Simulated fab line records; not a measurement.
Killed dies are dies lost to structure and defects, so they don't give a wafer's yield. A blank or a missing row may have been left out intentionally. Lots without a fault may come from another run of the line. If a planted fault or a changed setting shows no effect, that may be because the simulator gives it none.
fab line records ; flow n5_finfet
record: lots: 13; wafers: 38; last_day: 17
route steps=1938 shown SPACER0@258 SD_EPI_N@270 PASSIVATION@1936
lots that met no fault: taken from a fault-free run of the same line
start_h: hours from the record's first day to the start of the lot's first wafer shown ; wait_h: hours elapsed since this lot's preceding step ; " identical to the entry in the row above ; L1.1+2: one row covering several wafers at once ; - value missing, or start not given ; * or withheld: withheld ; < > ~ a bound
route shown NAME@n: NAME is a module with steps in the file, n the number in the route of the first one ; usual: average and standard deviation across the fault-free wafers ; same: alike in all rows ; chamber/n: place in a boat ; sites: readings site by site ; _std_site: the standard deviation of these ; _edge_site: the outer-site mean with the inner-site mean subtracted ; radius_mm: how far each site lies from the wafer's centre ; mask NAME#n: copy n ; behind: the tool/chamber that last shaped the wafer ; hold: why the lot went on hold/how many hours it stayed there/how the hold came to an end ; device: names the non-switching transistor (n, p or np) ; end of line: the tests these same wafers got at the end of their route ; a step without rows: its recipe alone ; killed: dies lost to structure and defects at the first sort, not the wafer's yield ; map: per-die view of a wafer (x killed, . not killed, _ where there is no die)
set.NAME: setting as actually run; set.NAME@STEP: the setting as run at that earlier step ; model.NAME: the simulator's own value behind a step, which no gauge read
the route's steps for a sample of lots (tables are steps, rows are wafers)
services: a tool's chamber out of use, with start hour (start_h, from the record's first day; less than 0 if before it), hours out, and reason
== steps ==
step: N5_SPACER0_ALD_07
recipe: material: SiNx; target_thk_a: 20; temp_c: 400; ald_precursor_family: SiH2I2; ald_co_reactant: N2/H2-plasma; pressure_torr: 2
usual: heater_power_outer_w: 534/71; heater_power_w: 862/93
lot.wafer;tool;chamber;start_h;wait_h;heater_power_outer_w;heater_power_w
L811.2;ald_sin-01;2;48.20;0.0;452;732
L811.4;ald_sin-01;1;48.20;0.0;498;834
L811.5;ald_sin-01;3;48.20;0.0;623;872
L813.1;ald_sin-03;0;60.39;0.3;574;869
L813.2;ald_sin-03;1;60.39;0.3;484;709
L813.3;ald_sin-03;3;60.39;0.3;501;768
L814.2;ald_sin-03;1;67.76;0.0;481;716
L814.3;ald_sin-03;3;67.76;0.0;513;768
L814.6;ald_sin-03;2;67.76;0.0;575;946
L816.1;ald_sin-03;2;77.80;1.1;578;963
L816.4;ald_sin-03;1;77.80;1.1;477;704
L816.6;ald_sin-03;3;77.80;1.1;505;770
L820.1;ald_sin-03;3;103.33;0.0;471;733
L820.3;ald_sin-03;2;103.33;0.0;603;972
L820.6;ald_sin-03;3;103.33;0.0;493;743
L824.2;ald_sin-01;0;127.01;0.2;481;825
L824.5;ald_sin-01;1;127.01;0.2;524;834
L824.6;ald_sin-01;0;127.01;0.2;493;837
L826.1;ald_sin-01;3;137.37;0.0;603;866
L826.3;ald_sin-01;0;137.37;0.0;481;823
L826.5;ald_sin-01;1;137.37;0.0;522;848
L827.3;ald_sin-02;2;143.47;0.0;488;946
L827.4;ald_sin-02;3;143.47;0.0;721;1051
L827.6;ald_sin-02;1;143.47;0.0;437;836
L828.1;ald_sin-01;1;150.50;0.2;526;864
L828.3;ald_sin-01;2;150.50;0.2;444;707
L828.5;ald_sin-01;2;150.50;0.2;433;718
L831.1;ald_sin-02;3;169.75;0.0;697;1064
L831.5;ald_sin-02;2;169.75;0.0;490;891
L831.6;ald_sin-02;1;169.75;0.0;435;801
L832.2;ald_sin-02;0;173.95;0.0;552;873
L832.3;ald_sin-02;1;173.95;0.0;449;825
L832.5;ald_sin-02;3;173.95;0.0;693;1109
L833.1;ald_sin-03;2;179.22;1.0;584;960
L833.5;ald_sin-03;0;179.22;1.0;599;901
L834.2;ald_sin-02;2;188.57;2.2;494;943
L834.3;ald_sin-02;1;188.57;2.2;447;837
L834.6;ald_sin-02;1;188.57;2.2;440;830
step: N5_SPACER0_ALD_00
recipe: material: SiOCN; target_thk_a: 35; temp_c: 400; ald_precursor_family: alkyl-aminosilane; ald_co_reactant: O2/N2-plasma; pulse_time_s: 3; purge_time_s: 2; co_reactant_purge_time_s: 2; ald_cycles: 58; pressure_torr: 2
usual: ald_cycles: 58/0; heater_power_outer_w: 533/71; heater_power_w: 863/89; precursor_pulse_height_rel: 0.999/0.02
lot.wafer;tool;chamber;start_h;wait_h;ald_cycles;heater_power_outer_w;heater_power_w;precursor_pulse_height_rel
L811.2;ald_sin-01;2;48.35;0.1;58;440;729;0.998
L811.4;ald_sin-01;1;48.35;0.1;58;531;865;0.984
L811.5;ald_sin-01;3;48.35;0.1;58;606;885;1.012
L813.1;ald_sin-03;0;60.54;0.1;58;578;891;0.987
L813.2;ald_sin-03;1;60.54;0.1;58;486;725;1.016
L813.3;ald_sin-03;3;60.54;0.1;58;505;787;0.991
L814.2;ald_sin-03;1;67.92;0.1;58;490;720;0.997
L814.3;ald_sin-03;3;67.92;0.1;58;509;764;0.985
L814.6;ald_sin-03;2;67.92;0.1;58;577;950;0.964
L816.1;ald_sin-03;2;77.95;0.1;58;585;964;1.022
L816.4;ald_sin-03;1;77.95;0.1;58;485;716;0.979
L816.6;ald_sin-03;3;77.95;0.1;72;508;775;1.005
L820.1;ald_sin-03;3;103.49;0.1;58;479;740;0.980
L820.3;ald_sin-03;2;103.49;0.1;58;573;951;1.005
L820.6;ald_sin-03;3;103.49;0.1;72;481;748;0.991
L824.2;ald_sin-01;0;127.16;0.1;58;468;814;1.009
L824.5;ald_sin-01;1;127.16;0.1;58;523;856;0.991
L824.6;ald_sin-01;0;127.16;0.1;58;483;820;0.994
L826.1;ald_sin-01;3;137.53;0.1;58;617;896;1.023
L826.3;ald_sin-01;0;137.53;0.1;58;487;838;1.025
L826.5;ald_sin-01;1;137.53;0.1;58;508;834;0.991
L827.3;ald_sin-02;2;143.62;0.1;58;495;927;0.999
L827.4;ald_sin-02;3;143.62;0.1;58;706;1073;1.012
L827.6;ald_sin-02;1;143.62;0.1;58;449;825;0.984
L828.1;ald_sin-01;1;150.66;0.1;58;523;853;0.990
L828.3;ald_sin-01;2;150.66;0.1;58;435;719;1.035
L828.5;ald_sin-01;2;150.66;0.1;58;431;720;0.999
L831.1;ald_sin-02;3;169.90;0.1;58;713;1075;1.005
L831.5;ald_sin-02;2;169.90;0.1;58;492;926;0.994
L831.6;ald_sin-02;1;169.90;0.1;58;446;822;1.017
L832.2;ald_sin-02;0;174.10;0.1;58;555;893;0.965
L832.3;ald_sin-02;1;174.10;0.1;58;440;847;0.976
L832.5;ald_sin-02;3;174.10;0.1;58;728;1065;1.055
L833.1;ald_sin-03;2;179.37;0.1;58;605;956;1.018
L833.5;ald_sin-03;0;179.37;0.1;58;622;908;1.009
L834.2;ald_sin-02;2;188.73;0.1;58;498;937;0.988
L834.3;ald_sin-02;1;188.73;0.1;58;445;830;1.006
L834.6;ald_sin-02;1;188.73;0.1;58;444;843;1.014
step: N5_SD_EPI_N_CD_MEAS_09
recipe: target_cd_nm: 120; landing_energy_ev: 500; detector: se_inlens
usual: cd_nm: 120.0/0.73
lot.wafer;tool;chamber;start_h;wait_h;cd_nm
L811.2;cd_sem-01;0;49.16;-;120.8
L811.4;cd_sem-01;0;49.16;-;121.3
L811.5;cd_sem-01;0;49.16;-;120.4
L813.1;cd_sem-01;0;61.23;-;120.4
L813.2;cd_sem-01;0;61.23;-;119.3
L813.3;cd_sem-01;0;61.23;-;119.7
L814.2;cd_sem-01;0;68.73;-;119.3
L814.3;cd_sem-01;0;68.73;-;120.4
L814.6;cd_sem-01;0;68.73;-;119.4
L816.1;cd_sem-03;0;78.77;-;120.4
L816.4;cd_sem-03;0;78.77;-;120.2
L816.6;cd_sem-03;0;78.77;-;120.6
L820.1;cd_sem-02;0;104.30;-;119.8
L820.3;cd_sem-02;0;104.30;-;118.9
L820.6;cd_sem-02;0;104.30;-;119.7
L824.2;cd_sem-01;0;127.98;-;118.8
L824.5;cd_sem-01;0;127.98;-;119.7
L824.6;cd_sem-01;0;127.98;-;119.1
L826.1;cd_sem-02;0;138.34;-;119.7
L826.3;cd_sem-02;0;138.34;-;119.1
L826.5;cd_sem-02;0;138.34;-;119.9
L827.3;cd_sem-02;0;144.31;-;120.2
L827.4;cd_sem-02;0;144.31;-;119.4
L827.6;cd_sem-02;0;144.31;-;120.9
L828.1;cd_sem-01;0;151.34;-;120.7
L828.3;cd_sem-01;0;151.34;-;120.2
L828.5;cd_sem-01;0;151.34;-;120.1
L831.1;cd_sem-01;0;170.72;-;120.0
L831.5;cd_sem-01;0;170.72;-;119.7
L831.6;cd_sem-01;0;170.72;-;119.4
L832.2;cd_sem-01;0;174.79;-;120.1
L832.3;cd_sem-01;0;174.79;-;121.5
L832.5;cd_sem-01;0;174.79;-;120.2
L833.1;cd_sem-01;0;180.06;-;119.8
L833.5;cd_sem-01;0;180.06;-;120.3
L834.2;cd_sem-01;0;189.54;-;118.9
L834.3;cd_sem-01;0;189.54;-;119.6
L834.6;cd_sem-01;0;189.54;-;120.1
step: N5_SD_EPI_N_OVL_MEAS_10
recipe: points_per_wafer: 44
usual: SD_N_BLK_OVL: 0.2/0.89
lot.wafer;tool;chamber;start_h;wait_h;SD_N_BLK_OVL[nm]
L811.2;overlay-01;0;49.19;0.0;-0.1
L811.4;overlay-01;0;49.19;0.0;1.1
L811.5;overlay-01;0;49.19;0.0;0.2
L813.1;overlay-01;0;61.26;0.0;-1.3
L813.2;overlay-01;0;61.26;0.0;-0.9
L813.3;overlay-01;0;61.26;0.0;-0.6
L814.2;overlay-02;0;68.76;0.0;0.1
L814.3;overlay-02;0;68.76;0.0;1.1
L814.6;overlay-02;0;68.76;0.0;0.0
L816.1;overlay-02;0;78.80;0.0;1.2
L816.4;overlay-02;0;78.80;0.0;0.5
L816.6;overlay-02;0;78.80;0.0;2.4
L820.1;overlay-01;0;104.33;0.0;-0.3
L820.3;overlay-01;0;104.33;0.0;-0.8
L820.6;overlay-01;0;104.33;0.0;-1.1
L824.2;overlay-01;0;128.01;0.0;-0.3
L824.5;overlay-01;0;128.01;0.0;-0.3
L824.6;overlay-01;0;128.01;0.0;-0.7
L826.1;overlay-02;0;138.37;0.0;0.6
L826.3;overlay-02;0;138.37;0.0;2.6
L826.5;overlay-02;0;138.37;0.0;2.0
L827.3;overlay-02;0;144.34;0.0;-0.8
L827.4;overlay-02;0;144.34;0.0;0.2
L827.6;overlay-02;0;144.34;0.0;-0.2
L828.1;overlay-01;0;151.37;0.0;0.1
L828.3;overlay-01;0;151.37;0.0;0.1
L828.5;overlay-01;0;151.37;0.0;-0.7
L831.1;overlay-02;0;170.75;0.0;0.4
L831.5;overlay-02;0;170.75;0.0;-0.3
L831.6;overlay-02;0;170.75;0.0;0.1
L832.2;overlay-01;0;174.82;0.0;0.5
L832.3;overlay-01;0;174.82;0.0;-0.8
L832.5;overlay-01;0;174.82;0.0;0.1
L833.1;overlay-01;0;180.09;0.0;2.0
L833.5;overlay-01;0;180.09;0.0;1.3
L834.2;overlay-01;0;189.57;0.0;0.1
L834.3;overlay-01;0;189.57;0.0;-1.6
L834.6;overlay-01;0;189.57;0.0;-1.6
step: N5_PASSIVATION_PROBE_49
usual: killed_at_M0_to_M3: 32/9.7; killed_at_M4_up: 14/5.3; killed_at_contacts: 11/6; killed_at_front_end: 39/14; killed_at_other: 3.3/2.7; killed_dies: 100/17; killed_open: 66/13; killed_short: 32/7.4
same: gross_dies: 1180; killed_at_back_side: 0
lot.wafer;tool;chamber;start_h;wait_h;killed_at_M0_to_M3;killed_at_M4_up;killed_at_contacts;killed_at_front_end;killed_at_other;killed_dies;killed_open;killed_short
L826.1;prober-02;-;355.56;0.0;29;14;17;34;5;99;70;28
L826.3;prober-02;-;355.66;0.1;36;13;8;27;4;88;53;35
L826.5;prober-02;-;355.76;0.2;39;10;12;35;9;105;68;37
L828.1;prober-01;-;367.93;0.0;29;11;11;30;3;84;55;26
L828.3;prober-01;-;368.03;0.1;33;11;9;52;2;107;67;38
L828.5;prober-01;-;368.13;0.2;25;10;6;36;4;81;52;28
killed by level:class
L826.1 MOL_CONTACT_COAG:geometric_particle:open=14 STI_FIN_REVEAL:geometric_particle:open=11 BEOL_M4:geometric_particle:open=11 BEOL_M0:geometric_particle:open=7 BEOL_M0_SAQP:geometric_particle:short=6 FIN_SAQP:geometric_particle:short=5 DUMMY_GATE:geometric_particle:short=4 BEOL_M0_SAQP:geometric_particle:open=4
L826.3 BEOL_M0_SAQP:geometric_particle:open=16 BEOL_M0_SAQP:geometric_particle:short=11 MOL_CONTACT_COAG:geometric_particle:open=7 FIN_SAQP:geometric_particle:open=5 FIN_SAQP:geometric_particle:short=5 STI_FIN_REVEAL:geometric_particle:open=5 BEOL_M4:geometric_particle:open=5 BEOL_M2:geometric_particle:open=4
L826.5 BEOL_M0_SAQP:geometric_particle:short=20 STI_FIN_REVEAL:geometric_particle:open=14 MOL_CONTACT_COAG:geometric_particle:open=12 BEOL_M0_SAQP:geometric_particle:open=7 FIN_SAQP:geometric_particle:open=5 BEOL_M3:geometric_particle:open=5 BEOL_M4:geometric_particle:open=5 BEOL_M2:geometric_particle:open=4
L828.1 MOL_CONTACT_COAG:geometric_particle:open=9 BEOL_M2:geometric_particle:open=8 STI_FIN_REVEAL:geometric_particle:open=7 BEOL_M0_SAQP:geometric_particle:short=7 BEOL_M0_SAQP:geometric_particle:open=5 FIN_SAQP:geometric_particle:open=4 FIN_SAQP:geometric_particle:short=3 STARTING-WAFER:geometric_particle:short=3
L828.3 BEOL_M0_SAQP:geometric_particle:open=15 FIN_SAQP:geometric_particle:short=12 STI_FIN_REVEAL:geometric_particle:open=9 BEOL_M0_SAQP:geometric_particle:short=9 MOL_CONTACT_COAG:geometric_particle:open=8 STARTING-WAFER:geometric_particle:open=7 FIN_SAQP:geometric_particle:open=5 DUMMY_GATE:geometric_particle:open=5
L828.5 STI_FIN_REVEAL:geometric_particle:open=10 FIN_SAQP:geometric_particle:short=7 BEOL_M2:geometric_particle:open=6 MOL_CONTACT_COAG:geometric_particle:open=5 BEOL_M0_SAQP:geometric_particle:short=4 BEOL_M0_SAQP:geometric_particle:open=4 BEOL_M7:geometric_particle:open=4 STI_FIN_REVEAL:geometric_particle:short=3
== services ==
tool;chamber;start_h;hours;kind
ald_sin-01;-;25.13;0.7;repair
ald_sin-02;3;33.34;10.7;repair
ald_sin-01;2;54.48;36.2;repair
ald_sin-02;1;56.56;12.0;repair
ald_sin-01;3;63.34;11.1;repair
ald_sin-02;-;69.06;6.0;pm
ald_sin-03;-;85.54;14.0;pm
ald_sin-03;0;85.54;14.0;vent_cycle
ald_sin-03;1;85.54;14.0;vent_cycle
ald_sin-03;2;85.54;14.0;vent_cycle
ald_sin-03;3;85.54;14.0;vent_cycle
ald_sin-02;-;88.84;0.5;repair
ald_sin-03;0;99.54;-;clean
ald_sin-03;1;99.54;-;clean
ald_sin-03;2;99.54;-;clean
ald_sin-03;3;99.54;-;clean
ald_sin-01;2;121.58;1.6;repair
ald_sin-01;0;155.56;9.1;repair
ald_sin-01;-;176.91;14.0;pm
ald_sin-01;0;176.91;14.0;vent_cycle
ald_sin-01;1;176.91;14.0;vent_cycle
ald_sin-01;2;176.91;14.0;vent_cycle
ald_sin-01;3;176.91;14.0;vent_cycle
ald_sin-03;-;183.57;6.1;pm
== key ==
first_sign: step: N5_SPACER0_ALD_00; reading: ald_cycles; direction: up; sigmas: 99+; usual: *; struck: *
effect none on later readings
met_at N5_SPACER0_ALD_00
struck_lots L816,L820
struck_wafers L816.6,L820.6
tester_left_out L816,L820
not_acting_at N5_SPACER0_ALD_07,N5_SD_EPI_N_CD_MEAS_09,N5_SD_EPI_N_OVL_MEAS_10
onset_between 67.92 77.95
fault: kind: process_parameter_drift; tool: ald_sin-03; chamber: -; onset_h: 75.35; steps: N5_SPACER0_ALD_00; channel: ald_cycles; offset: *; shape: step; end_h: 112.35; scope: struck_wafers_only; acts_in: *; stated: *
tester_left_out: of these lots the tester's yield and bins aren't shown, on N5 and GAA mostly nor the transistor test; their killed dies are dies lost to structure and defects alone, not to doping, threshold or leakage, so they don't give the yield
